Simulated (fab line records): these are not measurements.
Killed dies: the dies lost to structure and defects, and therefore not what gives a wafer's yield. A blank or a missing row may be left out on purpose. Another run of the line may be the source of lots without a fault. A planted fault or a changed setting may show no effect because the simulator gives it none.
Which of the tools did it? | flow nandHarc | 24 lots with 72 wafers sampled at 6 steps, on a route of 1302 steps

WHAT THE GAUGES SHOWED, per wafer
The record holds no reading of a measuring or inspecting step that can be judged against a usual standard deviation.

WHAT TOOL EACH LOT RAN ON (gives the tool, then ch and the chambers of the sampled wafers, and finally the start)
lot  | NHARC_A_STAIRCASE_ETCH_15                    | NHARC_A_STAIRCASE_ETCH_17                    | NHARC_A_STAIRCASE_TRIM_198                   | NHARC_A_STAIRCASE_ETCH_199                   | NHARC_A_STAIRCASE_ETCH_203                   | NHARC_A_STAIRCASE_TRIM_220
L074 | rieDiel-09 ch 0,2, day 15 20:47 or earlier   | rieDiel-09 ch 0,1, day 15 20:47 or earlier   | rieDiel-01 ch 0,1,3, day 15 20:47 or earlier | rieDiel-01 ch 0,1, day 15 20:47 or earlier   | rieDiel-01 ch 0,3, day 15 20:47 or earlier   | rieDiel-09 ch 1,3, day 15 20:47
L075 | rieDiel-09 ch 0,2,3, day 16 06:13 or earlier | rieDiel-09 ch 0,2,3, day 16 06:13 or earlier | rieDiel-09 ch 2,3, day 16 06:13 or earlier   | rieDiel-09 ch 2,3, day 16 06:13 or earlier   | rieDiel-09 ch 0,1,2, day 16 06:13 or earlier | rieDiel-09 ch 0,1,3, day 16 06:13
L078 | rieDiel-06 ch 0,1,2, day 17 08:30 or earlier | rieDiel-06 ch 0,1,3, day 17 08:30 or earlier | rieDiel-09 ch 0,1,3, day 17 08:30 or earlier | rieDiel-09 ch 1,2,3, day 17 08:30 or earlier | rieDiel-09 ch 0,1,3, day 17 08:30 or earlier | rieDiel-06 ch 0,1,3, day 17 08:30
L077 | rieDiel-06 ch 1,3, day 17 11:19 or earlier   | rieDiel-06 ch 1,3, day 17 11:19 or earlier   | rieDiel-06 ch 1,3, day 17 11:19 or earlier   | rieDiel-06 ch 0,1,2, day 17 11:19 or earlier | rieDiel-06 ch 0,1,3, day 17 11:19 or earlier | rieDiel-01 ch 0,1,3, day 17 11:19
L076 | rieDiel-06 ch 0,2,3, day 17 11:37 or earlier | rieDiel-06 ch 0,2,3, day 17 11:37 or earlier | rieDiel-01 ch 0,1,3, day 17 11:37 or earlier | rieDiel-01 ch 2,3, day 17 11:37 or earlier   | rieDiel-01 ch 0,3, day 17 11:37 or earlier   | rieDiel-09 ch 1,2, day 17 11:37
L079 | rieDiel-01 ch 0,2, day 17 16:36 or earlier   | rieDiel-01 ch 0,2,3, day 17 16:36 or earlier | rieDiel-01 ch 0,1,2, day 17 16:36 or earlier | rieDiel-01 ch 0,2,3, day 17 16:36 or earlier | rieDiel-01 ch 0,1,2, day 17 16:36 or earlier | rieDiel-01 ch 0,3, day 17 16:36
L080 | rieDiel-01 ch 0,1, day 18 22:34 or earlier   | rieDiel-01 ch 1,2, day 18 22:34 or earlier   | rieDiel-09 ch 1,2, day 18 22:34 or earlier   | rieDiel-09 ch 1,2,3, day 18 22:34 or earlier | rieDiel-09 ch 0,3, day 18 22:34 or earlier   | rieDiel-09 ch 0,1, day 18 22:34
L081 | rieDiel-01 ch 1,2,3, day 19 03:11 or earlier | rieDiel-01 ch 0,2, day 19 03:11 or earlier   | rieDiel-09 ch 1,2,3, day 19 03:11 or earlier | rieDiel-09 ch 1,2,3, day 19 03:11 or earlier | rieDiel-09 ch 1,3, day 19 03:11 or earlier   | rieDiel-06 ch 1,2, day 19 03:11
L082 | rieDiel-01 ch 0,1,3, day 19 22:19 or earlier | rieDiel-01 ch 1,2,3, day 19 22:19 or earlier | rieDiel-09 ch 1,3, day 19 22:19              | rieDiel-09 ch 1,2,3, day 20 02:07 or earlier | rieDiel-09 ch 1,2,3, day 20 02:07 or earlier | rieDiel-01 ch 0,2,3, day 20 02:07
L083 | rieDiel-06 ch 0,1, day 20 02:02 or earlier   | rieDiel-06 ch 0,3, day 20 02:02 or earlier   | rieDiel-01 ch 0,3, day 20 02:02 or earlier   | rieDiel-01 ch 0,1,3, day 20 02:02 or earlier | rieDiel-01 ch 0,1,3, day 20 02:02 or earlier | rieDiel-01 ch 0,1,3, day 20 02:02
L085 | rieDiel-01 ch 1,2, day 20 12:01 or earlier   | rieDiel-01 ch 0,1,2, day 20 12:01 or earlier | rieDiel-01 ch 2,3, day 20 12:01 or earlier   | rieDiel-01 ch 0,2, day 20 12:01 or earlier   | rieDiel-01 ch 0,1, day 20 12:01 or earlier   | rieDiel-01 ch 0,2, day 20 12:01
L084 | rieDiel-09 ch 1,2,3, day 20 12:13 or earlier | rieDiel-09 ch 1,2,3, day 20 12:13 or earlier | rieDiel-01 ch 0,2,3, day 20 12:13 or earlier | rieDiel-01 ch 2,3, day 20 12:13 or earlier   | rieDiel-01 ch 0,3, day 20 12:13 or earlier   | rieDiel-06 ch 0,1,3, day 20 12:13
L087 | rieDiel-09 ch 1,2,3, day 21 01:54 or earlier | rieDiel-09 ch 0,1,3, day 21 01:54 or earlier | rieDiel-06 ch 0,2,3, day 21 01:54 or earlier | rieDiel-06 ch 1,2,3, day 21 01:54 or earlier | rieDiel-06 ch 0,2,3, day 21 01:54 or earlier | rieDiel-09 ch 0,1,2, day 21 01:54
L086 | rieDiel-01 ch 0,1,2, day 21 02:07 or earlier | rieDiel-01 ch 0,1, day 21 02:07 or earlier   | rieDiel-06 ch 2,3, day 21 02:07 or earlier   | rieDiel-06 ch 1,2,3, day 21 02:07 or earlier | rieDiel-06 ch 0,3, day 21 02:07 or earlier   | rieDiel-01 ch 1,2,3, day 21 02:07
L089 | rieDiel-01 ch 1,2,3, day 22 11:32 or earlier | rieDiel-01 ch 1,2, day 22 11:32 or earlier   | rieDiel-01 ch 0,1,3, day 22 11:32 or earlier | rieDiel-01 ch 1,2, day 22 11:32 or earlier   | rieDiel-01 ch 0,1,2, day 22 11:32 or earlier | rieDiel-09 ch 0,2,3, day 22 11:32
L088 | rieDiel-06 ch 0,1,2, day 22 12:11 or earlier | rieDiel-06 ch 2,3, day 22 12:11 or earlier   | rieDiel-06 ch 1,2,3, day 22 12:11 or earlier | rieDiel-06 ch 1,2, day 22 12:11 or earlier   | rieDiel-06 ch 0,1,3, day 22 12:11 or earlier | rieDiel-01 ch 0,1,2, day 22 12:11
L090 | rieDiel-06 ch 0,1,3, day 23 02:05 or earlier | rieDiel-06 ch 0,2,3, day 23 02:05 or earlier | rieDiel-09 ch 0,1,3, day 23 02:05 or earlier | rieDiel-09 ch 1,2,3, day 23 02:05 or earlier | rieDiel-09 ch 0,1,2, day 23 02:05 or earlier | rieDiel-09 ch 0,2,3, day 23 02:05
L091 | rieDiel-01 ch 0,1,2, day 23 01:53 or earlier | rieDiel-01 ch 0,1,2, day 23 01:53 or earlier | rieDiel-01 ch 0,1,2, day 23 01:53 or earlier | rieDiel-01 ch 0,1,3, day 23 01:53 or earlier | rieDiel-01 ch 0,1,2, day 23 01:53 or earlier | rieDiel-06 ch 0,1,2, day 23 01:53
L092 | rieDiel-01 ch 0,1, day 23 07:44 or earlier   | rieDiel-01 ch 0,2,3, day 23 07:44 or earlier | rieDiel-01 ch 0,3, day 23 07:44 or earlier   | rieDiel-01 ch 1,3, day 23 07:44 or earlier   | rieDiel-01 ch 0,1,2, day 23 07:44 or earlier | rieDiel-01 ch 1,3, day 23 07:44
L093 | rieDiel-01 ch 0,2,3, day 23 23:46 or earlier | rieDiel-01 ch 0,3, day 23 23:46 or earlier   | rieDiel-01 ch 0,1,2, day 23 23:46 or earlier | rieDiel-01 ch 0,1,2, day 23 23:46 or earlier | rieDiel-01 ch 0,1,3, day 23 23:46 or earlier | rieDiel-01 ch 0,1,3, day 23 23:46
L095 | rieDiel-06 ch 1,2,3, day 24 22:39 or earlier | rieDiel-06 ch 0,2,3, day 24 22:39 or earlier | rieDiel-01 ch 0,1,2, day 24 22:39 or earlier | rieDiel-01 ch 1,2,3, day 24 22:39 or earlier | rieDiel-01 ch 0,1,2, day 24 22:39 or earlier | rieDiel-06 ch 0,1,3, day 24 22:39
L094 | rieDiel-01 ch 0,1, day 24 23:14 or earlier   | rieDiel-01 ch 0,1, day 24 23:14 or earlier   | rieDiel-06 ch 0,2, day 24 23:14 or earlier   | rieDiel-06 ch 0,3, day 24 23:14 or earlier   | rieDiel-06 ch 1,2,3, day 24 23:14 or earlier | rieDiel-09 ch 0,1,2, day 24 23:14
L096 | rieDiel-09 ch 0,2,3, day 25 04:59 or earlier | rieDiel-09 ch 2,3, day 25 04:59 or earlier   | rieDiel-06 ch 0,2, day 25 04:59 or earlier   | rieDiel-06 ch 0,1,3, day 25 04:59 or earlier | rieDiel-06 ch 0,1,3, day 25 04:59 or earlier | rieDiel-01 ch 0,2,3, day 25 04:59
L097 | rieDiel-01 ch 1,2, day 25 19:33 or earlier   | rieDiel-01 ch 0,1,2, day 25 19:33 or earlier | rieDiel-01 ch 0,2,3, day 25 19:33 or earlier | rieDiel-01 ch 1,3, day 25 19:33 or earlier   | rieDiel-01 ch 0,1,3, day 25 19:33 or earlier | rieDiel-09 ch 0,1, day 25 19:33
- NHARC_A_STAIRCASE_ETCH_15: etches the open film in C4F8/O2, target depth 100 nm, time 40.5 s.
- NHARC_A_STAIRCASE_ETCH_17: etches the open film in C4F8/O2, target depth 100 nm, time 40.5 s.
- NHARC_A_STAIRCASE_TRIM_198: chemistry O2, time 211.2 s.
- NHARC_A_STAIRCASE_ETCH_199: etches the open film in C4F8/O2, target depth 100 nm, time 40.5 s.
- NHARC_A_STAIRCASE_ETCH_203: etches the open film in C4F8/O2, target depth 100 nm, time 40.5 s.
- NHARC_A_STAIRCASE_TRIM_220: chemistry O2, time 211.2 s.

AS READ BY THE TOOLS THEMSELVES (means over the sampled wafers that have a number; for cases with no such wafer, the mark the record gives instead)
NHARC_A_STAIRCASE_ETCH_15. Usual: oesProductAu 0.944 a.u., standard deviation 0.011; rfVppV 894 V, standard deviation 3.9.
lot  | tool       | oesProductAu (a.u.) | rfVppV (V) | flag
L074 | rieDiel-09 | 0.943               | 893        | 
L075 | rieDiel-09 | 0.928               | 895        | 
L078 | rieDiel-06 | 0.950               | 897        | 
L077 | rieDiel-06 | 0.941               | 893        | 
L076 | rieDiel-06 | 0.940               | 894        | 
L079 | rieDiel-01 | 0.939               | 892        | 
L080 | rieDiel-01 | 0.948               | 897        | 
L081 | rieDiel-01 | 0.932               | 892        | 
L082 | rieDiel-01 | 0.949               | 895        | 
L083 | rieDiel-06 | 0.954               | 896        | 
L085 | rieDiel-01 | 0.943               | 892        | 
L084 | rieDiel-09 | 0.927               | 894        | 
L087 | rieDiel-09 | 0.945               | 895        | 
L086 | rieDiel-01 | 0.949               | 895        | 
L089 | rieDiel-01 | 0.946               | 891        | 
L088 | rieDiel-06 | 0.962               | 897        | 
L090 | rieDiel-06 | 0.956               | 894        | 
L091 | rieDiel-01 | 0.948               | 893        | 
L092 | rieDiel-01 | 0.933               | 896        | 
L093 | rieDiel-01 | 0.933               | 890        | 
L095 | rieDiel-06 | 0.944               | 895        | 
L094 | rieDiel-01 | 0.949               | 895        | 
L096 | rieDiel-09 | 0.942               | 893        | 
L097 | rieDiel-01 | 0.955               | 894        | 

NHARC_A_STAIRCASE_ETCH_17. Usual: oesProductAu 0.944 a.u., standard deviation 0.009; rfVppV 893 V, standard deviation 4.1.
lot  | tool       | oesProductAu (a.u.) | rfVppV (V) | flag
L074 | rieDiel-09 | 0.947               | 890        | 
L075 | rieDiel-09 | 0.925               | 895        | 
L078 | rieDiel-06 | 0.952               | 895        | 
L077 | rieDiel-06 | 0.945               | 896        | 
L076 | rieDiel-06 | 0.943               | 894        | 
L079 | rieDiel-01 | 0.942               | 890        | 
L080 | rieDiel-01 | 0.945               | 895        | 
L081 | rieDiel-01 | 0.950               | 891        | 
L082 | rieDiel-01 | 0.949               | 891        | 
L083 | rieDiel-06 | 0.950               | 893        | 
L085 | rieDiel-01 | 0.938               | 894        | 
L084 | rieDiel-09 | 0.937               | 895        | 
L087 | rieDiel-09 | 0.946               | 892        | 
L086 | rieDiel-01 | 0.942               | 894        | 
L089 | rieDiel-01 | 0.945               | 892        | 
L088 | rieDiel-06 | 0.945               | 894        | 
L090 | rieDiel-06 | 0.945               | 893        | 
L091 | rieDiel-01 | 0.946               | 893        | 
L092 | rieDiel-01 | 0.937               | 890        | 
L093 | rieDiel-01 | 0.933               | 891        | 
L095 | rieDiel-06 | 0.945               | 893        | 
L094 | rieDiel-01 | 0.951               | 894        | 
L096 | rieDiel-09 | 0.944               | 897        | 
L097 | rieDiel-01 | 0.949               | 893        | 

NHARC_A_STAIRCASE_TRIM_198. Usual: drypumpMotorCurrentA 5.6 A, standard deviation 0.41; mfcArSccm 0.010 sccm, standard deviation 0.011; oesProductAu 1.000 a.u., standard deviation 0.0078; rfVppV 57.6 V, standard deviation 0.82; showerheadPlenumPTorr 3.45 Torr, standard deviation 0.11; throttleValvePct 17.036 %, standard deviation 0.0089.
lot  | tool       | drypumpMotorCurrentA (A) | mfcArSccm (sccm) | oesProductAu (a.u.) | rfVppV (V) | showerheadPlenumPTorr (Torr) | throttleValvePct (%) | flag
L074 | rieDiel-01 | 5.3                      | 0.007            | 0.999               | 57.8       | 3.48                         | 17.039               | 
L075 | rieDiel-09 | 5.8                      | 0.029            | 0.991               | 57.6       | 3.56                         | 17.034               | 
L078 | rieDiel-09 | 5.9                      | 0.008            | 0.993               | 57.2       | 3.45                         | 17.037               | 
L077 | rieDiel-06 | 5.9                      | 0.017            | 1.002               | 57.3       | 3.47                         | 17.038               | 
L076 | rieDiel-01 | 5.3                      | 0.007            | 1.005               | 56.7       | 3.48                         | 17.031               | 
L079 | rieDiel-01 | 5.5                      | 0.008            | 0.999               | 58.2       | 3.47                         | 17.042               | 
L080 | rieDiel-09 | 6.0                      | 0.021            | 0.989               | 57.4       | 3.48                         | 17.032               | 
L081 | rieDiel-09 | 5.9                      | 0.019            | 0.990               | 57.3       | 3.50                         | 17.042               | 
L082 | rieDiel-09 | 6.1                      | 0.008            | 0.995               | 57.2       | 3.45                         | 17.033               | 
L083 | rieDiel-01 | 5.6                      | 0.007            | 1.002               | 58.1       | 3.42                         | 17.040               | 
L085 | rieDiel-01 | 5.5                      | 0.001            | 1.000               | 56.9       | 3.34                         | 17.040               | 
L084 | rieDiel-01 | 5.6                      | 0.005            | 0.995               | 57.9       | 3.37                         | 17.040               | 
L087 | rieDiel-06 | 5.6                      | 0.019            | 0.999               | 57.9       | 3.46                         | 17.045               | 
L086 | rieDiel-06 | 5.6                      | 0.018            | 1.004               | 57.1       | 3.43                         | 17.040               | 
L089 | rieDiel-01 | 5.3                      | 0.007            | 0.996               | 57.6       | 3.46                         | 17.031               | 
L088 | rieDiel-06 | 5.6                      | 0.010            | 1.008               | 57.7       | 3.50                         | 17.041               | 
L090 | rieDiel-09 | 5.9                      | 0.008            | 1.000               | 57.6       | 3.43                         | 17.029               | 
L091 | rieDiel-01 | 5.5                      | 0.008            | 1.000               | 56.9       | 3.45                         | 17.041               | 
L092 | rieDiel-01 | 5.4                      | 0.004            | 1.003               | 58.2       | 3.37                         | 17.041               | 
L093 | rieDiel-01 | 5.5                      | 0.008            | 0.999               | 58.3       | 3.45                         | 17.040               | 
L095 | rieDiel-01 | 5.5                      | 0.008            | 1.008               | 57.9       | 3.44                         | 17.040               | 
L094 | rieDiel-06 | 5.5                      | 0.020            | 1.009               | 58.0       | 3.47                         | 17.036               | 
L096 | rieDiel-06 | 5.3                      | 0.011            | 0.995               | 58.7       | 3.49                         | 17.036               | 
L097 | rieDiel-01 | 5.6                      | 0.005            | 1.005               | 57.3       | 3.35                         | 17.047               | 

NHARC_A_STAIRCASE_ETCH_199. Usual: oesProductAu 0.944 a.u., standard deviation 0.012; rfVppV 894 V, standard deviation 3.9.
lot  | tool       | oesProductAu (a.u.) | rfVppV (V) | flag
L074 | rieDiel-01 | 0.932               | 897        | 
L075 | rieDiel-09 | 0.947               | 897        | 
L078 | rieDiel-09 | 0.933               | 895        | 
L077 | rieDiel-06 | 0.944               | 897        | 
L076 | rieDiel-01 | 0.942               | 889        | 
L079 | rieDiel-01 | 0.953               | 892        | 
L080 | rieDiel-09 | 0.940               | 896        | 
L081 | rieDiel-09 | 0.949               | 894        | 
L082 | rieDiel-09 | 0.918               | 896        | 
L083 | rieDiel-01 | 0.963               | 894        | 
L085 | rieDiel-01 | 0.931               | 890        | 
L084 | rieDiel-01 | 0.931               | 888        | 
L087 | rieDiel-06 | 0.938               | 896        | 
L086 | rieDiel-06 | 0.945               | 894        | 
L089 | rieDiel-01 | 0.947               | 894        | 
L088 | rieDiel-06 | 0.948               | 896        | 
L090 | rieDiel-09 | 0.944               | 895        | 
L091 | rieDiel-01 | 0.951               | 894        | 
L092 | rieDiel-01 | 0.939               | 894        | 
L093 | rieDiel-01 | 0.949               | 893        | 
L095 | rieDiel-01 | 0.959               | 892        | 
L094 | rieDiel-06 | 0.957               | 892        | 
L096 | rieDiel-06 | 0.946               | 893        | 
L097 | rieDiel-01 | 0.934               | 895        | 

NHARC_A_STAIRCASE_ETCH_203. Usual: oesProductAu 0.943 a.u., standard deviation 0.0092; rfVppV 893 V, standard deviation 4.
lot  | tool       | oesProductAu (a.u.) | rfVppV (V) | flag
L074 | rieDiel-01 | 0.936               | 891        | 
L075 | rieDiel-09 | 0.925               | 893        | 
L078 | rieDiel-09 | 0.946               | 893        | 
L077 | rieDiel-06 | 0.941               | 895        | 
L076 | rieDiel-01 | 0.937               | 890        | 
L079 | rieDiel-01 | 0.950               | 893        | 
L080 | rieDiel-09 | 0.949               | 893        | 
L081 | rieDiel-09 | 0.942               | 896        | 
L082 | rieDiel-09 | 0.941               | 895        | 
L083 | rieDiel-01 | 0.950               | 894        | 
L085 | rieDiel-01 | 0.941               | 896        | 
L084 | rieDiel-01 | 0.939               | 892        | 
L087 | rieDiel-06 | 0.938               | 893        | 
L086 | rieDiel-06 | 0.938               | 891        | 
L089 | rieDiel-01 | 0.938               | 893        | 
L088 | rieDiel-06 | 0.960               | 894        | 
L090 | rieDiel-09 | 0.943               | 891        | 
L091 | rieDiel-01 | 0.949               | 892        | 
L092 | rieDiel-01 | 0.942               | 893        | 
L093 | rieDiel-01 | 0.945               | 893        | 
L095 | rieDiel-01 | 0.937               | 893        | 
L094 | rieDiel-06 | 0.954               | 895        | 
L096 | rieDiel-06 | 0.949               | 893        | 
L097 | rieDiel-01 | 0.942               | 893        | 

NHARC_A_STAIRCASE_TRIM_220. Usual: drypumpMotorCurrentA 5.6 A, standard deviation 0.39; mfcArSccm 0.011 sccm, standard deviation 0.012; oesProductAu 0.998 a.u., standard deviation 0.008; rfVppV 57.5 V, standard deviation 0.86; showerheadPlenumPTorr 3.45 Torr, standard deviation 0.11; throttleValvePct 17.036 %, standard deviation 0.0085.
lot  | tool       | drypumpMotorCurrentA (A) | mfcArSccm (sccm) | oesProductAu (a.u.) | rfVppV (V) | showerheadPlenumPTorr (Torr) | throttleValvePct (%) | flag
L074 | rieDiel-09 | 5.9                      | 0.016            | 0.980               | 57.3       | 3.54                         | 17.036               | 
L075 | rieDiel-09 | 5.9                      | 0.008            | 0.992               | 57.8       | 3.46                         | 17.044               | 
L078 | rieDiel-06 | 5.8                      | 0.018            | 1.002               | 57.7       | 3.49                         | 17.038               | 
L077 | rieDiel-01 | 5.2                      | 0.007            | 0.998               | 57.3       | 3.48                         | 17.035               | 
L076 | rieDiel-09 | 6.0                      | 0.021            | 0.995               | 57.7       | 3.49                         | 17.041               | 
L079 | rieDiel-01 | 5.6                      | 0.007            | 1.001               | 58.4       | 3.43                         | 17.040               | 
L080 | rieDiel-09 | 6.0                      | 0.000            | 0.990               | 57.2       | 3.37                         | 17.032               | 
L081 | rieDiel-06 | 5.6                      | 0.001            | 0.997               | 58.0       | 3.59                         | 17.038               | 
L082 | rieDiel-01 | 5.6                      | 0.005            | 1.002               | 57.1       | 3.37                         | 17.042               | 
L083 | rieDiel-01 | 5.3                      | 0.007            | 1.001               | 57.5       | 3.46                         | 17.035               | 
L085 | rieDiel-01 | 5.8                      | 0.006            | 0.993               | 56.9       | 3.37                         | 17.043               | 
L084 | rieDiel-06 | 5.8                      | 0.018            | 1.004               | 57.6       | 3.48                         | 17.033               | 
L087 | rieDiel-09 | 5.9                      | 0.011            | 0.995               | 58.4       | 3.41                         | 17.026               | 
L086 | rieDiel-01 | 5.3                      | 0.004            | 1.000               | 57.5       | 3.42                         | 17.035               | 
L089 | rieDiel-09 | 5.8                      | 0.019            | 1.000               | 58.4       | 3.48                         | 17.032               | 
L088 | rieDiel-01 | 5.5                      | 0.008            | 0.997               | 57.3       | 3.45                         | 17.026               | 
L090 | rieDiel-09 | 5.8                      | 0.019            | 1.002               | 57.4       | 3.48                         | 17.040               | 
L091 | rieDiel-06 | 5.5                      | 0.010            | 1.003               | 58.3       | 3.52                         | 17.035               | 
L092 | rieDiel-01 | 5.1                      | 0.003            | 1.000               | 57.0       | 3.41                         | 17.037               | 
L093 | rieDiel-01 | 5.3                      | 0.007            | 0.998               | 57.6       | 3.45                         | 17.029               | 
L095 | rieDiel-06 | 5.8                      | 0.018            | 1.004               | 57.9       | 3.46                         | 17.038               | 
L094 | rieDiel-09 | 6.0                      | 0.011            | 0.997               | 57.1       | 3.40                         | 17.042               | 
L096 | rieDiel-01 | 5.6                      | 0.005            | 1.000               | 57.2       | 3.36                         | 17.033               | 
L097 | rieDiel-09 | 6.0                      | 0.000            | 0.998               | 57.7       | 3.34                         | 17.041               | 

THE ANSWER, worked out from the rows above alone
Rule: lot off if the mean of its wafers having a number is beyond 3 standard deviations from the usual mean. Also off: a lot with no number at a reading for which 4 or more lots have one. The other lots that the step has rows for count as sound. First the gauges in route order, then the tools' own readings, where a lot's mean is used as printed above. At the first step where some lot is off, the reading lying furthest off is the one used; lots without a number count as furthest.
No lot is off at any reading shown: from this, nothing can be told.

WHAT THE SIMULATOR HAD PUT IN
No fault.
